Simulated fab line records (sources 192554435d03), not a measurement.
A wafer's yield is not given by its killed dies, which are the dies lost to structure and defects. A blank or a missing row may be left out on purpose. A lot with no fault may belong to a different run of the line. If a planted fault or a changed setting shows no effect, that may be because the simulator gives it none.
One fault through the eyes of 2 desks / flow n5-finfet / each desk has only its own numbers; what lay behind them comes last

THE DEFECT DESK
Lot by lot, what the route's inspections counted, given as the mean of those sampled wafers with a number. Marked OUT: a lot whose mean sits more than 4 standard deviations from the usual mean, which makes it out of limits; the brackets give that distance.
Columns: A = raw-defect-count at N5_BEOL_M15_INSPECT_30, usual 2.0
lot=L262; first seen here=day 11 00:29; A=2.3
lot=L263; first seen here=day 11 07:04; A=1.0
lot=L266; first seen here=day 12 01:31; A=2.3
lot=L272; first seen here=day 13 10:41; A=3.3
lot=L275; first seen here=day 14 09:43; A=2.7
lot=L276; first seen here=day 14 18:40; A=1.7
lot=L277; first seen here=day 15 00:27; A=2.7
lot=L283; first seen here=day 16 10:11; A=1.7
lot=L284; first seen here=day 17 01:10; A=2.0
lot=L285; first seen here=day 17 03:52; A=2.3
Finding of this desk: none of the 10 lots has anything out of limits.

DESK OF THE TOOL OWNER: litho-track-04
The tool's own readings at N5_BEOL_M15_COAT_56 (time 60 s, resist thk 550 nm): means of the sampled wafers that have a number, for each lot that ran on this tool. Marked OUT: a lot whose mean sits more than 4 standard deviations from the usual mean, which makes it out of limits; the brackets give that distance.
Columns: A = chill-plate-temp-C at N5_BEOL_M15_COAT_56, usual 23.00 C; B = heater-power-total-W at N5_BEOL_M15_COAT_56, usual 500.5 W; C = plate-temp-C at N5_BEOL_M15_COAT_56, usual 250.02 C
lot=L272; first seen here=day 13 09:47; A=22.98; B=525.2 (+14) OUT; C=260.22 (+60) OUT
lot=L275; first seen here=day 14 08:40; A=23.08; B=525.6 (+14) OUT; C=260.48 (+62) OUT
lot=L285; first seen here=day 17 02:57; A=23.03; B=500.6; C=249.99
This desk's verdict: out of limits on L272, L275, starting with L272 at day 13 09:47 (heater-power-total-W at N5_BEOL_M15_COAT_56). Within limits: L285.

TAKEN TOGETHER
The tool owner's desk had the chance to raise an alarm at day 13 09:47 on L272, L275.
Nothing out of limits was seen by the defect desk.
The defect desk has L272, L275 on record, within its limits.
Every lot named ran N5_BEOL_M15_COAT_56 on litho-track-04.

WHAT THE SIMULATOR PUT IN
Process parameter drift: litho-track-04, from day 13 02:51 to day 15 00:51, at N5_BEOL_M15_COAT_56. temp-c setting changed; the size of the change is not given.
Struck lots among those shown: L272, L275.
Each desk's first reading out of limits, in hours after the fault started: the tool owner's desk, 7.
